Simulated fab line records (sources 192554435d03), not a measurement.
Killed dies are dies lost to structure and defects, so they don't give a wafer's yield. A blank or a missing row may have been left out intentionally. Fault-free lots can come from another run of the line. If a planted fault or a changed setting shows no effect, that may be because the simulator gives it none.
Problem report in the 8D (eight disciplines) form, filled by code + flow n5_finfet + the parts of the form that need people (team, actions taken, sign-off) are left out

== 1. PROBLEM STATEMENT ==
N5_BEOL_M4_ETCH_70, temp_c: mean 40.45 C over 1 wafer from 1 lot; wafers with no fault: 40.00 C, standard deviation 0.11. That puts it +4.1 standard deviations away from the usual mean.
The step: etches SOC in N2/H2, target depth 80 nm, overetch 24 nm, time 130 s.
First seen on wafer L597.4, day 11 15:22, on rie_diel-02. The record holds 25 wafers of 9 lots with a number at this step. Rule for "out", or "out of limits": more than 4 standard deviations from the usual mean. All remaining wafers that have a number are taken as sound.

== 2. WHAT THIS IS AND IS NOT ==
| question                    | is                | is not                                                                                          |
|-----------------------------|-------------------|-------------------------------------------------------------------------------------------------|
| which readings at this step | temp_c            | drypump_motor_current_A, oes_product_au, rf_vpp_V, showerhead_plenum_p_Torr, throttle_valve_pct |
| which lots                  | L597              | L581, L582, L588, L599, L600, L601, L602, L604                                                  |
| which wafers of those lots  | L597.4            | L597.3                                                                                          |
| read on which tools         | rie_diel-02       | rie_diel-03, rie_diel-06                                                                        |
| when                        | from day 11 15:22 | up to then (10 sound wafers); but 14 sound wafers of L599, L600, L601, L602, L604 came after    |

== 3. THE SUSPECTS, EACH WITH WHAT RULES IT OUT ==
Counting: a tool at a process step up to the reading stays a suspect if it ran every lot that is out. Sound lots after the first of them don't rule it out here, since some wafers of a struck lot are sound.
- rie_diel-06 at N5_BEOL_M4_DESCUM_33 (chemistry O2, time 7 s): kept. It processed L597, the lot that is out, at day 11 12:12, and its most recent sound lot before then was L588 at day 9 20:26.
- rie_diel-06 at N5_BEOL_M4_ETCH_77 (etches underlayer in N2/H2, target depth 6.5 nm, time 5.2 s): kept. It processed L597, the lot that is out, at day 11 12:14, and its most recent sound lot before then was L588 at day 9 20:28.
- rie_diel-02 at N5_BEOL_M4_ETCH_70 (etches SOC in N2/H2, target depth 80 nm, overetch 24 nm, time 130 s): kept. It processed L597, the lot that is out, at day 11 15:22, and its most recent sound lot before then was L588 at day 9 22:50. Its own temp_c readings are out on those wafers.
- The sound lot-mates ran in chamber 3 of rie_diel-06 at N5_BEOL_M4_DESCUM_33, but the wafers that are out ran in chamber 2.
- The sound lot-mates ran in chamber 3 of rie_diel-06 at N5_BEOL_M4_ETCH_77, but the wafers that are out ran in chamber 2.
- The sound lot-mates ran in chamber 1 of rie_diel-02 at N5_BEOL_M4_ETCH_70, but the wafers that are out ran in chamber 3.
rie_diel-06 at N5_BEOL_M4_DESCUM_33, rie_diel-06 at N5_BEOL_M4_ETCH_77 and rie_diel-02 at N5_BEOL_M4_ETCH_70 are what is left after counting.

== 4. THE CAUSE (what the simulator had put in) ==
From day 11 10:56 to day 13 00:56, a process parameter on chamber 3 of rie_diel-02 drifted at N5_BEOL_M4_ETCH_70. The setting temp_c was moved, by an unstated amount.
Counting left 3 suspects, and this tool is among them.

== 5. SEQUENCE OF EFFECTS, ordered by route ==
Each row: a reading where the mean over the struck wafers with a number is more than 3 standard deviations away from the usual. Only readings whose record carries a usual standard deviation are examined. hours: median over the lots of the time between each lot's start at the first step of this table that gives one and its start at this step. sigmas: the change, counted in usual standard deviations.
| hours | step               | reading | usual   | on struck wafers | change | sigmas |
|-------|--------------------|---------|---------|------------------|--------|--------|
| 0     | N5_BEOL_M4_ETCH_70 | temp_c  | 40.00 C | 40.45            | +0.45  | +4.1   |
Process steps it contains:
- N5_BEOL_M4_ETCH_70: etches SOC in N2/H2, target depth 80 nm, overetch 24 nm, time 130 s.
At these later measuring or inspecting steps, every struck wafer for which the step has a row has a number for every such reading, and none has moved that far: N5_BEOL_M4_RC_MEAS_101.

== 6. WHAT WOULD HAVE CAUGHT IT SOONER ==
In this record the first reading out of limits was taken at day 11 15:22, 4 hours after the fault began at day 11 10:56.
